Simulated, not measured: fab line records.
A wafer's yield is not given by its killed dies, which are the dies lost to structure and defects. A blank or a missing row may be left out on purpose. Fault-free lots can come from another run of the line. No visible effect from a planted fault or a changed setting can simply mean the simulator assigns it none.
fab line records    flow nand_harc
[record] lots = 5  wafers = 15  last_day = 33
route steps=1302 shown A_M0@1148 END@1302
lots that met no fault: from a run of the same line without faults
start_h: hours from the record's first day to the start of the lot's first wafer shown    wait_h: time in hours since the lot's previous step    " the same as in the row above    L1.1+2: a single row standing in for several wafers    - no value, or no start given    * or withheld: withheld    < > ~ a bound
route shown NAME@n: names a module that has steps shown in the file, with the first one's number in the route    usual: the fault-free wafers' mean and standard deviation    same: alike in all rows    chamber/n: place in a boat    sites: readings site by site    _std_site: the standard deviation of these    _edge_site: mean of outer sites minus mean of inner sites    radius_mm: how far each site lies from the wafer's centre    mask NAME#n: copy n    behind: the tool/chamber that last shaped the wafer    hold: cause of the lot's hold/its duration in hours/its outcome    device: which transistor (n, p or np) failed to switch    end of line: at the end of the route, the tests of the same wafers    a step with no rows: only its recipe    killed: count of dies lost to structure and defects at first sort (not the wafer's yield)    map: a wafer's dies, x killed, . not, _ none there
set.NAME: the setting the step ran with; set.NAME@STEP: the setting that earlier step ran with    model.NAME: the simulator's own value behind a step, which no gauge read
lots at selected steps of the route; one table per step, one row per wafer
services: from which hour (start_h, from the record's first day; less than 0 if before it) a tool's chamber was out of use, for how many hours, and why
[[steps]]
[step NHARC_A_M0_OVL_MEAS_10]
[recipe] pitch_nm = 160
[usual] overlay_x_nm = 0.0/0.66  overlay_y_nm = 0.0/0.84
lot.wafer  tool        chamber  start_h  wait_h  overlay_x_nm  overlay_y_nm
L315.3     overlay-02  -        533.03   -       -0.5          -0.5
L315.4     "           -        "        "       -0.2          -0.6
L315.6     "           -        "        "       -0.5          -0.4
L321.1     overlay-02  -        608.21   -       0.8           -0.9
L321.3     "           -        "        "       0.6           0.2
L321.6     "           -        "        "       0.2           -0.3
L332.1     overlay-02  -        697.61   -       0.2           0.9
L332.2     "           -        "        "       0.3           0.6
L332.4     "           -        "        "       0.2           1.6
L335.1     overlay-02  -        733.71   -       -0.5          1.0
L335.4     "           -        "        "       -0.3          1.5
L335.6     "           -        "        "       0.3           1.0
L336.4     overlay-01  -        742.05   -       0.0           -0.2
L336.5     "           -        "        "       -0.7          -0.6
L336.6     "           -        "        "       -0.5          -0.1
[step NHARC_A_M0_INSPECT_11]
[usual] raw_defect_count = 85/34
lot.wafer  tool               chamber  start_h  wait_h  raw_defect_count
L315.3     defect_inspect-01  -        533.07   0.0     69
L315.4     "                  -        "        "       67
L315.6     "                  -        "        "       65
L321.1     defect_inspect-01  -        608.24   0.0     68
L321.3     "                  -        "        "       66
L321.6     "                  -        "        "       58
L332.1     defect_inspect-01  -        697.65   0.0     131
L332.2     "                  -        "        "       144
L332.4     "                  -        "        "       153
L335.1     defect_inspect-01  -        733.75   0.0     59
L335.4     "                  -        "        "       63
L335.6     "                  -        "        "       63
L336.4     defect_inspect-01  -        742.09   0.0     91
L336.5     "                  -        "        "       81
L336.6     "                  -        "        "       81
[step NHARC_A_M0_DESCUM_14]
[recipe] time_s = 3  o2_flow_sccm = 200  ar_flow_sccm = 0  bias_power_w = 0  chemistry = O2
[step NHARC_A_M0_ETCH_34]
[recipe] target_depth_a = 400  overetch_a = 120  time_s = 43.94  ion_energy_ev = 200  n2_flow_sccm = 150  h2_flow_sccm = 150  ar_flow_sccm = 0  rf_w = 400  bias_w = 150  chemistry = N2/H2
[usual] drypump_motor_current_A = 5.8/0.39  oes_product_au = 1.000/0.014  rf_vpp_V = 431.1/2.8  showerhead_plenum_p_Torr = 2.06/0.094  throttle_valve_pct = 14.170/0.0092
lot.wafer  tool         chamber  start_h  wait_h  drypump_motor_current_A  oes_product_au  rf_hours_counter_h  rf_vpp_V  showerhead_plenum_p_Torr  throttle_valve_pct
L315.4     rie_diel-01  3        533.22   0.1     5.8                      1.018           7.2                 432.9     2.09                      14.163
L315.3     "            1        "        "       6.4                      1.008           6.6                 431.0     2.09                      14.163
L315.6     "            3        "        "       5.8                      1.003           -                   431.5     2.09                      14.165
L321.1     rie_diel-02  3        608.40   0.1     5.9                      0.981           0.4                 427.4     1.89                      14.168
L321.3     "            0        "        "       5.7                      0.981           0.3                 429.2     1.93                      14.164
L321.6     "            2        "        "       5.7                      1.010           -                   432.8     2.13                      14.178
L332.2     rie_diel-11  3        697.79   0.1     6.3                      1.024           3.5                 433.9     2.20                      14.154
L332.1     "            0        "        "       5.1                      0.997           3.7                 431.7     2.10                      14.168
L332.4     "            1        "        "       5.5                      1.009           3.9                 428.1     1.96                      14.173
L335.4     rie_diel-01  0        733.90   0.1     5.8                      0.993           8.4                 435.0     2.17                      14.166
L335.1     "            1        "        "       6.4                      1.019           8.1                 432.7     2.09                      14.168
L335.6     "            3        "        "       5.7                      1.002           -                   432.6     2.09                      14.175
L336.4     rie_diel-11  0        742.25   0.1     5.1                      0.980           5.9                 432.2     2.10                      14.170
L336.6     "            1        "        "       5.5                      1.007           -                   428.2     1.95                      14.188
L336.5     "            2        "        "       6.3                      1.005           -                   432.0     2.06                      14.177
[step NHARC_A_M0_ETCH_15]
[recipe] target_depth_a = 1500  overetch_a = 150  time_s = 82.5  c4f8_flow_sccm = withheld  ar_flow_sccm = 400  rf_w = 600  bias_w = 300  chemistry = C4F8/Ar
[usual] oes_product_au = 0.949/0.025  rf_vpp_V = 441.2/2.9
lot.wafer  tool         chamber  start_h  wait_h  oes_product_au  rf_hours_counter_h  rf_vpp_V
L315.4     rie_diel-01  0        -        -       0.917           7.6                 445.8
L315.3     "            1        "        "       0.939           6.6                 442.5
L315.6     "            3        "        "       0.941           -                   441.5
L321.3     rie_diel-02  2        -        -       0.970           0.3                 442.0
L321.1     "            3        "        "       0.970           0.4                 435.9
L321.6     "            2        "        "       0.981           -                   443.2
L332.4     rie_diel-11  3        -        -       0.939           3.5                 445.1
L332.2     "            0        "        "       0.921           3.7                 442.7
L332.1     "            2        "        "       0.924           3.7                 441.2
L335.1     rie_diel-01  3        -        -       0.936           7.9                 441.9
L335.4     "            0        "        "       0.986           8.4                 445.2
L335.6     "            3        "        "       0.955           -                   442.1
L336.4     rie_diel-11  2        -        -       0.951           6.4                 443.2
L336.5     "            1        "        "       0.947           -                   437.2
L336.6     "            2        "        "       0.931           -                   440.1
[step NHARC_A_M0_CD_MEAS_16]
[usual] cd_nm = 80.4/1
lot.wafer  tool       chamber  start_h  wait_h  cd_nm
L315.3     cd_sem-03  -        533.43   -       78.7
L315.4     "          -        "        "       81.5
L315.6     "          -        "        "       80.5
L321.1     cd_sem-02  -        608.61   -       79.0
L321.3     "          -        "        "       78.6
L321.6     "          -        "        "       80.7
L332.1     cd_sem-03  -        698.01   -       79.7
L332.2     "          -        "        "       80.7
L332.4     "          -        "        "       80.3
L335.1     cd_sem-03  -        734.11   -       81.7
L335.4     "          -        "        "       82.4
L335.6     "          -        "        "       82.3
L336.4     cd_sem-02  -        742.45   -       78.6
L336.5     "          -        "        "       79.3
L336.6     "          -        "        "       77.8
[step NHARC_A_M0_STRIP_18]
[recipe] power_w = 1000  n2_flow_sccm = 150  h2_flow_sccm = 150  ar_flow_sccm = 0  bias_w = 0  chemistry = N2/H2
[usual] drypump_motor_current_A = 5.8/0.37  oes_product_au = 0.999/0.015  rf_vpp_V = 90.8/1  showerhead_plenum_p_Torr = 2.06/0.094  throttle_valve_pct = 14.172/0.009
lot.wafer  tool         chamber  start_h  wait_h  drypump_motor_current_A  oes_product_au  rf_hours_counter_h  rf_vpp_V  showerhead_plenum_p_Torr  throttle_valve_pct
L315.3     rie_diel-02  1        533.50   0.1     5.3                      1.022           7.4                 91.3      1.91                      14.164
L315.4     "            0        "        "       5.7                      0.994           7.5                 90.3      1.93                      14.173
L315.6     "            2        "        "       5.7                      0.997           -                   93.2      2.13                      14.188
L321.1     rie_diel-02  0        608.71   0.1     5.7                      0.972           0.4                 90.2      1.93                      14.166
L321.3     "            2        "        "       5.7                      1.005           0.4                 91.3      2.13                      14.176
L321.6     "            0        "        "       5.7                      0.976           -                   91.2      1.93                      14.176
L332.1     rie_diel-01  2        698.08   0.1     5.5                      0.986           6.6                 89.4      2.05                      14.177
L332.2     "            0        "        "       5.8                      1.002           6.4                 91.8      2.17                      14.163
L332.4     "            1        "        "       6.4                      1.010           6.3                 90.7      2.09                      14.180
L335.4     rie_diel-01  0        734.19   0.1     5.8                      0.988           8.5                 90.8      2.17                      14.189
L335.1     "            3        "        "       5.7                      1.001           7.9                 92.0      2.09                      14.178
L335.6     "            1        "        "       6.4                      1.000           -                   90.5      2.09                      14.161
L336.4     rie_diel-02  1        742.60   0.1     5.3                      1.042           5.5                 89.2      1.91                      14.181
L336.6     "            2        "        "       5.6                      0.994           -                   91.6      2.13                      14.174
L336.5     "            3        "        "       5.9                      0.992           -                   88.6      1.89                      14.162
[step NHARC_A_M0_STRIP_19]
[recipe] time_s = 600  temp_c = 30  chemistry = post_etch_residue_remover
[step NHARC_A_M0_DEGAS_28]
[recipe] temp_c = 250  time_s = 60
[step NHARC_A_M0_PRE_CLEAN_29]
[recipe] time_s = 30  temp_c = 280  gas = H2/He
[usual] heater_power_w = 424/42
lot.wafer  tool            chamber  start_h  wait_h  heater_power_w
L315.3     pvd_sputter-01  -        -        -       373
L315.4     "               -        "        "       442
L315.6     "               -        "        "       379
L321.3     pvd_sputter-02  -        -        -       415
L321.1     "               -        "        "       403
L321.6     "               -        "        "       488
L332.2     pvd_sputter-01  -        -        -       367
L332.4     "               -        "        "       469
L332.1     "               -        "        "       468
L335.1     pvd_sputter-01  -        -        -       474
L335.4     "               -        "        "       373
L335.6     "               -        "        "       374
L336.4     pvd_sputter-03  -        -        -       394
L336.5     "               -        "        "       411
L336.6     "               -        "        "       400
[step NHARC_A_M0_PVD_20]
[recipe] target_thk_a = 50  bias_v = 168.6  power_w = 15000  chamber_pressure_pa = 0.12  time_s = 8.06  substrate_temp_c = 50  material = TaN
[step NHARC_A_M0_PVD_21]
[recipe] target_thk_a = 300  chamber_pressure_pa = 5  power_w = 5000  substrate_temp_c = 30  time_s = 20.49  material = Cu
[usual] throttle_valve_pct = 30.4/0.82
lot.wafer  tool            chamber  start_h  wait_h  throttle_valve_pct
L315.4     pvd_sputter-01  -        -        -       30.6
L315.3     "               -        "        "       30.5
L315.6     "               -        "        "       30.5
L321.1     pvd_sputter-02  -        -        -       29.0
L321.3     "               -        "        "       29.6
L321.6     "               -        "        "       29.6
L332.4     pvd_sputter-01  -        -        -       29.8
L332.2     "               -        "        "       31.1
L332.1     "               -        "        "       30.0
L335.4     pvd_sputter-01  -        -        -       29.7
L335.1     "               -        "        "       30.1
L335.6     "               -        "        "       29.8
L336.4     pvd_sputter-03  -        -        -       30.6
L336.5     "               -        "        "       30.5
L336.6     "               -        "        "       31.6
[step NHARC_A_M0_ECD_22]
[recipe] target_thk_a = 4000  bath_temp_c = 25  material = Cu
lot.wafer   tool       chamber  start_h  wait_h
L315.3+4+6  ecd_cu-02  0,1,0    534.51   -
L321.1+3+6  ecd_cu-02  1,1,0    609.61   -
L332.1+2+4  ecd_cu-02  1,0,0    698.99   -
L335.1+4+6  ecd_cu-01  0,1,0    735.09   -
L336.4+6+5  ecd_cu-01  1,1,0    743.53   -
[step NHARC_A_M0_ANNEAL_30]
[recipe] temp_c = 225  time_s = 90
[step NHARC_A_M0_CMP_23]
[recipe] t_overpolish_s = 20  target_thk_nm = 113.75
[usual] motor_current_A = 12.2/1.1  time_to_endpoint_s = 29/3.3
[same] t_overpolish_s = 20
lot.wafer  tool    chamber  start_h  wait_h  motor_current_A  time_to_endpoint_s
L315.3     cmp-04  1        535.13   -       13.6             30
L315.4     "       2        "        "       11.4             33
L315.6     "       1        "        "       13.5             27
L321.3     cmp-03  1        610.39   -       10.7             27
L321.1     "       2        "        "       12.8             31
L321.6     "       3        "        "       13.2             32
L332.1     cmp-03  0        699.71   -       12.4             32
L332.2     "       1        "        "       10.1             29
L332.4     "       2        "        "       13.3             17
L335.4     cmp-03  3        735.84   -       12.4             29
L335.1     "       0        "        "       12.8             32
L335.6     "       3        "        "       13.0             28
L336.4     cmp-02  1        744.17   -       12.9             23
L336.6     "       1        "        "       12.8             26
L336.5     "       2        "        "       12.4             24
[step NHARC_A_M0_THK_MEAS_24]
[recipe] thk_meas_gauge = xrf
[usual] thk_nm = 114.0/1.6
lot.wafer  tool           chamber  start_h  wait_h  thk_nm
L315.3     film_metro-02  -        535.44   -       113.0
L315.4     "              -        "        "       114.7
L315.6     "              -        "        "       113.1
L321.1     film_metro-01  -        610.65   -       116.0
L321.3     "              -        "        "       114.1
L321.6     "              -        "        "       112.8
L332.1     film_metro-02  -        700.03   -       114.3
L332.2     "              -        "        "       113.5
L332.4     "              -        "        "       113.5
L335.1     film_metro-02  -        736.13   -       114.7
L335.4     "              -        "        "       115.7
L335.6     "              -        "        "       116.8
L336.4     film_metro-02  -        744.49   -       113.4
L336.5     "              -        "        "       112.4
L336.6     "              -        "        "       112.5
[step NHARC_END_SORT_01]
[recipe] temp_c = 25
[usual] defect_limited_yield = 91.4/2.4  killed_at_array = 54/17  killed_at_other = 0.7/1  killed_at_periphery = 3.7/2.9  killed_dies = 58/16  killed_open = 3.2/1.9  killed_short = 2.2/1.5  sort_bin_2_pct = 3.1/1.1  sort_bin_3_pct = 0.6/0.33  sort_bin_4_pct = 4.9/1.4  sort_n_pass = 619/16  sort_rim_yield_pct = 94/3.8  sort_yield_pct = 91.4/2.4
[same] gross_dies = 677  sort_bin_5_pct[%] = 0  sort_bin_6_pct[%] = 0  sort_bin_7_pct[%] = 0  sort_bin_8_pct[%] = 0  sort_rim_n_gross = 106.00
lot.wafer  tool       chamber  start_h  wait_h  defect_limited_yield[%]  killed_at_array  killed_at_other  killed_at_periphery  killed_dies  killed_open  killed_short  sort_bin_2_pct[%]  sort_bin_3_pct[%]  sort_bin_4_pct[%]  sort_n_pass  sort_rim_yield_pct[%]  sort_yield_pct[%]
L321.1     prober-01  0        653.29   2.5     93.1                     47               0                0                    47           1            0             2.8                0.3                3.8                630          100                    93.1
L321.3     prober-01  0        654.88   3.1     92.9                     46               1                1                    48           2            1             3.2                0                  3.8                629          100                    92.9
L321.6     prober-01  0        657.27   4.0     92.0                     53               0                1                    54           4            2             3.0                0.6                4.4                623          95                     92.0
L332.1     prober-01  0        736.09   2.5     87.9                     81               0                1                    82           2            2             4.4                0.7                6.9                595          91                     87.9
L332.2     prober-01  0        736.88   2.8     86.1                     93               0                1                    94           4            0             5.5                1.0                7.4                583          87                     86.1
L332.4     prober-01  0        738.46   3.4     86.3                     88               1                4                    93           3            3             4.7                0.6                8.4                584          92                     86.3
L335.1     prober-01  0        773.20   2.5     93.5                     38               1                5                    44           9            2             2.1                0.1                4.3                633          93                     93.5
L335.4     prober-01  0        775.60   3.4     92.2                     43               3                7                    53           2            0             3.1                0.3                4.4                624          98                     92.2
L335.6     prober-01  0        777.19   4.0     93.9                     36               3                2                    41           1            5             1.9                0.6                3.5                636          93                     93.9
// killed by level:class
L321.1 A_CHANNEL_HOLE_D2:chamber_film_flake=37 A_CHANNEL_HOLE_D1:chamber_film_flake=5 A_CHANNEL_FILL_D2:chamber_film_flake=2 A_CHANNEL_FILL_D2:geometric_particle:open=1 A_WL_FILL:chamber_film_flake=1 A_CONTACT:chamber_film_flake=1
L321.3 A_CHANNEL_HOLE_D2:chamber_film_flake=35 A_CHANNEL_HOLE_D1:chamber_film_flake=3 A_CONTACT:chamber_film_flake=2 A_CHANNEL_HOLE_D1:geometric_particle:short=1 A_SGD_CUT:geometric_particle:open=1 A_CONTACT:geometric_particle:open=1 P_GATE:chamber_film_flake=1 A_CHANNEL_FILL_D1:chamber_film_flake=1
L321.6 A_CHANNEL_HOLE_D2:chamber_film_flake=34 A_CHANNEL_HOLE_D1:chamber_film_flake=7 A_CONTACT:chamber_film_flake=2 A_WL_FILL:chamber_film_flake=2 A_CHANNEL_HOLE_D1:geometric_particle:open=1 A_CHANNEL_FILL_D1:geometric_particle:short=1 A_CHANNEL_FILL_D1:geometric_particle:open=1 A_ONON_D2:geometric_particle:short=1
L332.1 A_CHANNEL_HOLE_D1:chamber_film_flake=29 A_CHANNEL_HOLE_D2:chamber_film_flake=24 A_SLIT:chamber_film_flake=12 A_CONTACT:chamber_film_flake=5 A_SGD_CUT:chamber_film_flake=3 A_WL_FILL:chamber_film_flake=2 P_M1:geometric_particle:open=1 A_DECK1_JOINT:geometric_particle:short=1
L332.2 A_SLIT:chamber_film_flake=34 A_CHANNEL_HOLE_D1:chamber_film_flake=33 A_CHANNEL_HOLE_D2:chamber_film_flake=13 A_CONTACT:chamber_film_flake=6 A_CHANNEL_FILL_D1:geometric_particle:open=1 A_ONON_D2:geometric_particle:open=1 A_WL_FILL:geometric_particle:open=1 A_M1:geometric_particle:open=1
L332.4 A_CHANNEL_HOLE_D1:chamber_film_flake=30 A_SLIT:chamber_film_flake=30 A_CHANNEL_HOLE_D2:chamber_film_flake=15 A_SGD_CUT:chamber_film_flake=7 A_CONTACT:chamber_film_flake=2 P_CONTACT:geometric_particle:short=1 P_M0:geometric_particle:open=1 P_M0:geometric_particle:short=1
L335.1 A_CHANNEL_HOLE_D2:chamber_film_flake=12 A_SLIT:chamber_film_flake=8 A_CONTACT:chamber_film_flake=4 A_CHANNEL_HOLE_D2:geometric_particle:open=3 A_CHANNEL_HOLE_D1:chamber_film_flake=3 P_STI:geometric_particle:open=1 P_M0:geometric_particle:open=1 P_M2:geometric_particle:short=1
L335.4 A_CHANNEL_HOLE_D2:chamber_film_flake=27 A_SLIT:chamber_film_flake=7 A_CONTACT:chamber_film_flake=6 P_ZERO_WELL:chamber_film_flake=3 THIN_TSV:chamber_film_flake=3 P_CONTACT:geometric_particle:open=1 P_M0:geometric_particle:open=1 P_STI:chamber_film_flake=1
L335.6 A_CHANNEL_HOLE_D2:chamber_film_flake=14 A_SLIT:chamber_film_flake=8 A_CONTACT:chamber_film_flake=6 A_M0:geometric_particle:short=2 A_CHANNEL_HOLE_D1:unspecified=2 THIN_TSV:chamber_film_flake=2 A_ZERO_WELL:chamber_film_flake=1 A_CHANNEL_FILL_D1:geometric_particle:short=1
[[services]]
tool            chamber  start_h  hours  kind
rie_diel-02     -        512.05   0.1    repair
rie_diel-02     1        526.83   2.7    repair
rie_diel-01     2        527.84   4.8    repair
rie_diel-02     3        536.85   1.9    repair
ecd_cu-02       -        547.04   0.5    repair
rie_diel-11     0        550.18   3.1    repair
cmp-03          -        557.64   4.0    pm
rie_diel-01     -        557.80   9.0    pm
rie_diel-02     -        578.03   9.0    pm
ecd_cu-02       -        581.63   0.5    repair
pvd_sputter-01  -        582.03   10.0   pm
ecd_cu-02       -        596.00   8.0    pm
rie_diel-01     3        598.30   6.0    repair
rie_diel-11     -        609.50   9.0    pm
rie_diel-02     -        611.10   0.6    repair
rie_diel-02     1        623.04   37.6   repair
rie_diel-02     3        642.82   1.3    repair
cmp-03          -        655.64   4.0    pm
rie_diel-01     0        662.24   17.4   repair
cmp-03          -        663.73   3.9    repair
rie_diel-01     1        685.64   4.7    repair
rie_diel-02     1        706.81   16.0   repair
rie_diel-01     3        717.87   13.9   repair
rie_diel-01     -        734.80   9.0    pm
[[key]]
[first_sign] step = NHARC_A_M0_CMP_23  reading = time_to_endpoint_s  direction = down  sigmas = 3.8  usual = *  struck = *
effect none on later readings
met_at NHARC_A_M0_ECD_22
struck_wafers L332.4
onset_between 609.61 698.99
[fault] kind = process_parameter_drift  tool = ecd_cu-02  chamber = -  onset_h = 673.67  steps = NHARC_A_M0_ECD_22  channel = target_thk_a  offset = *  shape = step  end_h = 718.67  scope = struck_wafers_only  acts_in = *  stated = *
